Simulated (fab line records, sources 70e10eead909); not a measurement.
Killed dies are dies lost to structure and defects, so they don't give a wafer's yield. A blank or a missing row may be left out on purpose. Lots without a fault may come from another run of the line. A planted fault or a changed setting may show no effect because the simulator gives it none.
Chamber matching | flow nand_harc | NHARC_A_DECK1_JOINT_DEP_16 on pecvd-01: 3 sister chambers
The step deposits SiO2, target thk 45 nm. 6 wafers are shown with their chamber, then 12 later ones without.

WAFERS WITH THEIR CHAMBER
wafer  | chamber | heater_power_w (W) | throttle_valve_pct (%)
L083.4 | 0       | 829                | 15.1
L086.3 | 0       | 801                | 15.4
L086.5 | 2       | 457                | 17.5
L088.1 | 1       | 644                | 15.0
L088.4 | 1       | 664                | 15.0
L088.5 | 2       | 464                | 17.7

WAFERS WITHOUT THEIR CHAMBER
wafer  | heater_power_w (W) | throttle_valve_pct (%)
L091.3 | 479                | 17.5
L091.4 | 777                | 15.0
L091.6 | 695                | 15.0
L092.1 | 535                | 17.7
L092.3 | 674                | 14.9
L092.6 | 667                | 15.2
L097.1 | 506                | 16.7
L097.4 | 568                | 15.3
L097.6 | 506                | 16.8
L097.2 | 699                | 15.7
L097.3 | 552                | 15.8
L097.5 | 725                | 15.6

WHICH CHAMBER EACH WENT THROUGH
wafer  | from the rows above     | in truth
L091.3 | 2                       | 2
L091.4 | 0                       | 0
L091.6 | 1                       | 1
L092.1 | 2                       | 2
L092.3 | 1                       | 1
L092.6 | 1                       | 1
L097.1 | 2                       | 2
L097.4 | 1                       | 1
L097.6 | 2                       | 2
L097.2 | 1                       | 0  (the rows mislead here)
L097.3 | 1                       | 1
L097.5 | can't be placed: 1 or 0 | 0
Placed correctly: 10 of 12. Can't be placed from these rows: 1 (the true chamber is among the candidates in 1). Placed wrongly: 1.
How it was worked out, from the rows above alone: a wafer's distance from a chamber is the root of the sum, over the readings, of the square of ((its reading less the chamber's mean) divided by the reading's scatter). The wafer belongs to the nearest chamber; if the next one is less than 2 further off, it can't be placed. A chamber's mean is the mean of its shown wafers. The scatter: the root of (the sum of the squares of (reading less its chamber's mean) over the shown wafers, divided by (wafers less chambers)).
